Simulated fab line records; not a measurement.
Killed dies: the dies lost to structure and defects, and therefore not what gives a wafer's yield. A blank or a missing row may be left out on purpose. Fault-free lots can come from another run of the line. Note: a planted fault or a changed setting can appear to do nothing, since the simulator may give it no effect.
Which tool was responsible? :: flow nandHarc :: 10 lots with 30 wafers sampled at 5 steps, on a route of 1159 steps

WHAT THE GAUGES READ, wafer by wafer
NHARC_END_SORT_01.
lot: L479
measured: day 19 13:11
on: prober-01
killedAtArray: 30 38 98
killedAtOther: 1 1 0
killedAtPeriphery: 4 6 3
killedDies: 35 45 101
killedOpen: 2 4 2
killedShort: 2 1 2

lot: L483
measured: day 20 08:32
on: prober-01
killedAtArray: 28 85 29
killedAtOther: 3 2 0
killedAtPeriphery: 1 3 3
killedDies: 32 90 32
killedOpen: 2 1 4
killedShort: 2 4 2

WHICH TOOL RAN EACH LOT (tool, then ch and the chambers of the sampled wafers, then the start)
lot: L478
NHARC_A_CHANNEL_HOLE_D1_ETCH_34: rieDiel-10 ch 1,2,3, day 8 05:46
NHARC_A_CHANNEL_HOLE_D1_ETCH_24: harEtch-02 ch 0,1, day 8 08:40
NHARC_A_CHANNEL_HOLE_D1_ETCH_25: harEtch-02 ch 0,1, day 8 09:26
NHARC_A_CHANNEL_FILL_D1_ALD_16: aldHk-01 ch 0,3, day 9 02:25

lot: L479
NHARC_A_CHANNEL_HOLE_D1_ETCH_34: rieDiel-10 ch 0,1,2, day 9 01:58
NHARC_A_CHANNEL_HOLE_D1_ETCH_24: harEtch-01 ch 0,1, day 9 04:50
NHARC_A_CHANNEL_HOLE_D1_ETCH_25: harEtch-01 ch 0,1, day 9 05:36
NHARC_A_CHANNEL_FILL_D1_ALD_16: aldHk-01 ch 0,3, day 9 19:44

lot: L483
NHARC_A_CHANNEL_HOLE_D1_ETCH_34: rieDiel-10 ch 0,2,3, day 9 11:40
NHARC_A_CHANNEL_HOLE_D1_ETCH_24: harEtch-01 ch 0,1, day 9 14:33
NHARC_A_CHANNEL_HOLE_D1_ETCH_25: harEtch-01 ch 0,1, day 9 15:19
NHARC_A_CHANNEL_FILL_D1_ALD_16: aldHk-04 ch 0,1,2, day 10 06:36

lot: L484
NHARC_A_CHANNEL_HOLE_D1_ETCH_34: rieDiel-03 ch 0,2,3, day 9 11:49
NHARC_A_CHANNEL_HOLE_D1_ETCH_24: harEtch-02 ch 0,1, day 9 14:41
NHARC_A_CHANNEL_HOLE_D1_ETCH_25: harEtch-02 ch 0,1, day 9 15:27
NHARC_A_CHANNEL_FILL_D1_ALD_16: aldHk-01 ch 0,1,2, day 10 06:36

lot: L492
NHARC_A_CHANNEL_HOLE_D1_ETCH_34: rieDiel-11 ch 0,1, day 11 19:44
NHARC_A_CHANNEL_HOLE_D1_ETCH_24: harEtch-01 ch 0,1, day 11 23:29
NHARC_A_CHANNEL_HOLE_D1_ETCH_25: harEtch-01 ch 0,1, day 12 00:17
NHARC_A_CHANNEL_FILL_D1_ALD_16: aldHk-04 ch 0,1,2, day 12 15:01

lot: L496
NHARC_A_CHANNEL_HOLE_D1_ETCH_34: rieDiel-10 ch 0,2,3, day 12 11:26
NHARC_A_CHANNEL_HOLE_D1_ETCH_24: harEtch-02 ch 0,1, day 12 14:26
NHARC_A_CHANNEL_HOLE_D1_ETCH_25: harEtch-02 ch 0,1, day 12 15:13
NHARC_A_CHANNEL_FILL_D1_ALD_16: aldHk-04 ch 0,1,3, day 13 07:23

lot: L498
NHARC_A_CHANNEL_HOLE_D1_ETCH_34: rieDiel-10 ch 1,2, day 13 03:25
NHARC_A_CHANNEL_HOLE_D1_ETCH_24: harEtch-02 ch 0,1, day 13 06:33
NHARC_A_CHANNEL_HOLE_D1_ETCH_25: harEtch-02 ch 0,1, day 13 07:21
NHARC_A_CHANNEL_FILL_D1_ALD_16: aldHk-01 ch 0,1,2, day 13 23:21

lot: L497
NHARC_A_CHANNEL_HOLE_D1_ETCH_34: rieDiel-03 ch 0,2,3, day 13 03:41
NHARC_A_CHANNEL_HOLE_D1_ETCH_24: harEtch-01 ch 0,1, day 13 07:53
NHARC_A_CHANNEL_HOLE_D1_ETCH_25: harEtch-01 ch 0,1, day 13 08:40
NHARC_A_CHANNEL_FILL_D1_ALD_16: aldHk-04 ch 0,1,3, day 13 23:16

lot: L499
NHARC_A_CHANNEL_HOLE_D1_ETCH_34: rieDiel-11 ch 1,2, day 13 11:24
NHARC_A_CHANNEL_HOLE_D1_ETCH_24: harEtch-01 ch 0,1, day 13 14:16
NHARC_A_CHANNEL_HOLE_D1_ETCH_25: harEtch-01 ch 0,1, day 13 15:03
NHARC_A_CHANNEL_FILL_D1_ALD_16: aldHk-04 ch 2,3, day 14 06:29

lot: L500
NHARC_A_CHANNEL_HOLE_D1_ETCH_34: rieDiel-03 ch 1,2, day 14 03:04
NHARC_A_CHANNEL_HOLE_D1_ETCH_24: harEtch-02 ch 0,1, day 14 09:58
NHARC_A_CHANNEL_HOLE_D1_ETCH_25: harEtch-02 ch 0,1, day 14 10:47
NHARC_A_CHANNEL_FILL_D1_ALD_16: aldHk-04 ch 1,2, day 15 04:56
- NHARC_A_CHANNEL_HOLE_D1_ETCH_34: etches the open film in CF4/CHF3, target depth 154 nm, time 77 s.
- NHARC_A_CHANNEL_HOLE_D1_ETCH_24: etches the open film in C4F8/O2/Ar, time 906.2 s, target depth 1500 nm.
- NHARC_A_CHANNEL_HOLE_D1_ETCH_25: etches the open film in C4F8/O2/Ar, time 1040.2 s, target depth 1500 nm.
- NHARC_A_CHANNEL_FILL_D1_ALD_16: deposits SiO2, target thk 1.5 nm, pulse time 10 s, ald cycles 15.

AS READ BY THE TOOLS THEMSELVES (means over the sampled wafers that have a number; for cases with no such wafer, the mark the record gives instead)
NHARC_A_CHANNEL_HOLE_D1_ETCH_34.
lot: L478
tool: rieDiel-10
chamberPressureMTorr (mTorr): 24.994
drypumpMotorCurrentA (A): 5.71
oesProductAu (a.u.): 0.967
rfVppV (V): 368.7
runLengthS (s): 98.0
showerheadPlenumPTorr (Torr): 1.53
throttleValvePct (%): 16.793

lot: L479
tool: rieDiel-10
chamberPressureMTorr (mTorr): 24.983
drypumpMotorCurrentA (A): 5.66
oesProductAu (a.u.): 0.974
rfVppV (V): 371.3
runLengthS (s): 95.7
showerheadPlenumPTorr (Torr): 1.59
throttleValvePct (%): 16.808

lot: L483
tool: rieDiel-10
chamberPressureMTorr (mTorr): 24.999
drypumpMotorCurrentA (A): 5.89
oesProductAu (a.u.): 0.978
rfVppV (V): 369.9
runLengthS (s): 96.0
showerheadPlenumPTorr (Torr): 1.55
throttleValvePct (%): 16.803

lot: L484
tool: rieDiel-03
chamberPressureMTorr (mTorr): 25.004
drypumpMotorCurrentA (A): 5.92
oesProductAu (a.u.): 0.920
rfVppV (V): 371.8
runLengthS (s): 97.9
showerheadPlenumPTorr (Torr): 1.62
throttleValvePct (%): 16.809

lot: L492
tool: rieDiel-11
chamberPressureMTorr (mTorr): 25.012
drypumpMotorCurrentA (A): 6.14
oesProductAu (a.u.): 0.957
rfVppV (V): 369.5
runLengthS (s): 98.4
showerheadPlenumPTorr (Torr): 1.54
throttleValvePct (%): 16.804

lot: L496
tool: rieDiel-10
chamberPressureMTorr (mTorr): 25.001
drypumpMotorCurrentA (A): 5.92
oesProductAu (a.u.): 0.982
rfVppV (V): 370.0
runLengthS (s): 98.3
showerheadPlenumPTorr (Torr): 1.54
throttleValvePct (%): 16.811

lot: L498
tool: rieDiel-10
chamberPressureMTorr (mTorr): 25.008
drypumpMotorCurrentA (A): 5.72
oesProductAu (a.u.): 0.964
rfVppV (V): 369.5
runLengthS (s): 98.0
showerheadPlenumPTorr (Torr): 1.54
throttleValvePct (%): 16.805

lot: L497
tool: rieDiel-03
chamberPressureMTorr (mTorr): 24.994
drypumpMotorCurrentA (A): 5.92
oesProductAu (a.u.): 0.934
rfVppV (V): 371.7
runLengthS (s): 97.6
showerheadPlenumPTorr (Torr): 1.62
throttleValvePct (%): 16.799

lot: L499
tool: rieDiel-11
chamberPressureMTorr (mTorr): 25.005
drypumpMotorCurrentA (A): 6.01
oesProductAu (a.u.): 0.946
rfVppV (V): 372.6
runLengthS (s): 98.3
showerheadPlenumPTorr (Torr): 1.60
throttleValvePct (%): 16.814

lot: L500
tool: rieDiel-03
chamberPressureMTorr (mTorr): 24.980
drypumpMotorCurrentA (A): 6.07
oesProductAu (a.u.): 0.926
rfVppV (V): 371.8
runLengthS (s): 98.4
showerheadPlenumPTorr (Torr): 1.61
throttleValvePct (%): 16.797

NHARC_A_CHANNEL_HOLE_D1_ETCH_24.
lot: L478
tool: harEtch-02
c4f8FlowSccm (sccm): 93.78
chamberPressureMTorr (mTorr): 20.001
drypumpMotorCurrentA (A): 6.0
showerheadPlenumPTorr (Torr): 3.87
tempC (C): -19.91
throttleValvePct (%): 32.238

lot: L479
tool: harEtch-01
c4f8FlowSccm (sccm): 93.76
chamberPressureMTorr (mTorr): 19.995
drypumpMotorCurrentA (A): 6.4
showerheadPlenumPTorr (Torr): 3.77
tempC (C): -20.06
throttleValvePct (%): 32.233

lot: L483
tool: harEtch-01
c4f8FlowSccm (sccm): 93.71
chamberPressureMTorr (mTorr): 20.009
drypumpMotorCurrentA (A): 6.4
showerheadPlenumPTorr (Torr): 3.77
tempC (C): -19.93
throttleValvePct (%): 32.241

lot: L484
tool: harEtch-02
c4f8FlowSccm (sccm): 93.77
chamberPressureMTorr (mTorr): 20.000
drypumpMotorCurrentA (A): 5.7
showerheadPlenumPTorr (Torr): 3.86
tempC (C): -19.94
throttleValvePct (%): 32.224

lot: L492
tool: harEtch-01
c4f8FlowSccm (sccm): 94.05
chamberPressureMTorr (mTorr): 19.991
drypumpMotorCurrentA (A): 6.3
showerheadPlenumPTorr (Torr): 3.78
tempC (C): -20.01
throttleValvePct (%): 32.234

lot: L496
tool: harEtch-02
c4f8FlowSccm (sccm): 93.81
chamberPressureMTorr (mTorr): 19.989
drypumpMotorCurrentA (A): 6.0
showerheadPlenumPTorr (Torr): 3.84
tempC (C): -19.99
throttleValvePct (%): 32.234

lot: L498
tool: harEtch-02
c4f8FlowSccm (sccm): 93.93
chamberPressureMTorr (mTorr): 20.002
drypumpMotorCurrentA (A): 5.7
showerheadPlenumPTorr (Torr): 3.84
tempC (C): -20.00
throttleValvePct (%): 32.234

lot: L497
tool: harEtch-01
c4f8FlowSccm (sccm): 93.99
chamberPressureMTorr (mTorr): 19.995
drypumpMotorCurrentA (A): 6.3
showerheadPlenumPTorr (Torr): 3.77
tempC (C): -20.07
throttleValvePct (%): 32.233

lot: L499
tool: harEtch-01
c4f8FlowSccm (sccm): 93.93
chamberPressureMTorr (mTorr): 19.993
drypumpMotorCurrentA (A): 6.4
showerheadPlenumPTorr (Torr): 3.75
tempC (C): -19.91
throttleValvePct (%): 32.234

lot: L500
tool: harEtch-02
c4f8FlowSccm (sccm): 93.98
chamberPressureMTorr (mTorr): 19.989
drypumpMotorCurrentA (A): 5.9
showerheadPlenumPTorr (Torr): 3.83
tempC (C): -20.07
throttleValvePct (%): 32.236

NHARC_A_CHANNEL_HOLE_D1_ETCH_25.
lot: L478
tool: harEtch-02
c4f8FlowSccm (sccm): 93.72
chamberPressureMTorr (mTorr): 20.003
drypumpMotorCurrentA (A): 6.0
showerheadPlenumPTorr (Torr): 3.87
tempC (C): -19.91
throttleValvePct (%): 32.237

lot: L479
tool: harEtch-01
c4f8FlowSccm (sccm): 93.65
chamberPressureMTorr (mTorr): 20.002
drypumpMotorCurrentA (A): 6.4
showerheadPlenumPTorr (Torr): 3.77
tempC (C): -19.89
throttleValvePct (%): 32.238

lot: L483
tool: harEtch-01
c4f8FlowSccm (sccm): 93.38
chamberPressureMTorr (mTorr): 19.995
drypumpMotorCurrentA (A): 6.4
showerheadPlenumPTorr (Torr): 3.77
tempC (C): -20.09
throttleValvePct (%): 32.231

lot: L484
tool: harEtch-02
c4f8FlowSccm (sccm): 93.54
chamberPressureMTorr (mTorr): 20.006
drypumpMotorCurrentA (A): 5.7
showerheadPlenumPTorr (Torr): 3.86
tempC (C): -20.08
throttleValvePct (%): 32.236

lot: L492
tool: harEtch-01
c4f8FlowSccm (sccm): 93.75
chamberPressureMTorr (mTorr): 19.999
drypumpMotorCurrentA (A): 6.3
showerheadPlenumPTorr (Torr): 3.78
tempC (C): -19.98
throttleValvePct (%): 32.240

lot: L496
tool: harEtch-02
c4f8FlowSccm (sccm): 93.58
chamberPressureMTorr (mTorr): 19.994
drypumpMotorCurrentA (A): 6.0
showerheadPlenumPTorr (Torr): 3.84
tempC (C): -19.95
throttleValvePct (%): 32.232

lot: L498
tool: harEtch-02
c4f8FlowSccm (sccm): 93.66
chamberPressureMTorr (mTorr): 19.998
drypumpMotorCurrentA (A): 5.7
showerheadPlenumPTorr (Torr): 3.84
tempC (C): -20.02
throttleValvePct (%): 32.231

lot: L497
tool: harEtch-01
c4f8FlowSccm (sccm): 93.56
chamberPressureMTorr (mTorr): 20.026
drypumpMotorCurrentA (A): 6.3
showerheadPlenumPTorr (Torr): 3.77
tempC (C): -20.07
throttleValvePct (%): 32.239

lot: L499
tool: harEtch-01
c4f8FlowSccm (sccm): 93.56
chamberPressureMTorr (mTorr): 19.991
drypumpMotorCurrentA (A): 6.4
showerheadPlenumPTorr (Torr): 3.74
tempC (C): -20.05
throttleValvePct (%): 32.222

lot: L500
tool: harEtch-02
c4f8FlowSccm (sccm): 93.98
chamberPressureMTorr (mTorr): 19.996
drypumpMotorCurrentA (A): 6.0
showerheadPlenumPTorr (Torr): 3.83
tempC (C): -20.01
throttleValvePct (%): 32.235

NHARC_A_CHANNEL_FILL_D1_ALD_16.
lot: L478
tool: aldHk-01
heaterPowerW (W): 454
precursorPulseHeightRel: 1.009

lot: L479
tool: aldHk-01
heaterPowerW (W): 458
precursorPulseHeightRel: 1.008

lot: L483
tool: aldHk-04
heaterPowerW (W): 451
precursorPulseHeightRel: 1.014

lot: L484
tool: aldHk-01
heaterPowerW (W): 473
precursorPulseHeightRel: 0.985

lot: L492
tool: aldHk-04
heaterPowerW (W): 456
precursorPulseHeightRel: 0.992

lot: L496
tool: aldHk-04
heaterPowerW (W): 472
precursorPulseHeightRel: 1.001

lot: L498
tool: aldHk-01
heaterPowerW (W): 470
precursorPulseHeightRel: 1.004

lot: L497
tool: aldHk-04
heaterPowerW (W): 468
precursorPulseHeightRel: 0.981

lot: L499
tool: aldHk-04
heaterPowerW (W): 564
precursorPulseHeightRel: 1.009

lot: L500
tool: aldHk-04
heaterPowerW (W): 528
precursorPulseHeightRel: 1.005

THE ANSWER, worked out from the rows above alone
Rule: the lots themselves supply what counts as usual. Put in order of their means at a reading, lots are off if they are a third of the lots or fewer, leave a main group of 4 or more, and stand apart from it by a gap of 3 or more times the standard deviation of the main group's means; of several such gaps the widest counts. The tables above print the reading to a certain number of digits; a main group whose means all agree to those digits is not used. Also off: a lot with no number at a reading for which 4 or more lots have one. Where the step has rows for the other lots, those lots are counted as sound. The gauges are gone through in route order, then the tools' own readings, and for those a lot's mean is taken as printed above. At the first step where some lot is off, the reading lying furthest off is the one used; lots without a number count as furthest.
Off at NHARC_A_CHANNEL_HOLE_D1_ETCH_34 (runLengthS): L479, L483. Mean 98.1 s and standard deviation 0.27 in the main group.
If a tool, at that step or one of the process steps before it, ran each lot that is off and ran no sound lot following the first of them, it fits. No candidate that was tried fits.

WHAT WAS PUT IN BY THE SIMULATOR
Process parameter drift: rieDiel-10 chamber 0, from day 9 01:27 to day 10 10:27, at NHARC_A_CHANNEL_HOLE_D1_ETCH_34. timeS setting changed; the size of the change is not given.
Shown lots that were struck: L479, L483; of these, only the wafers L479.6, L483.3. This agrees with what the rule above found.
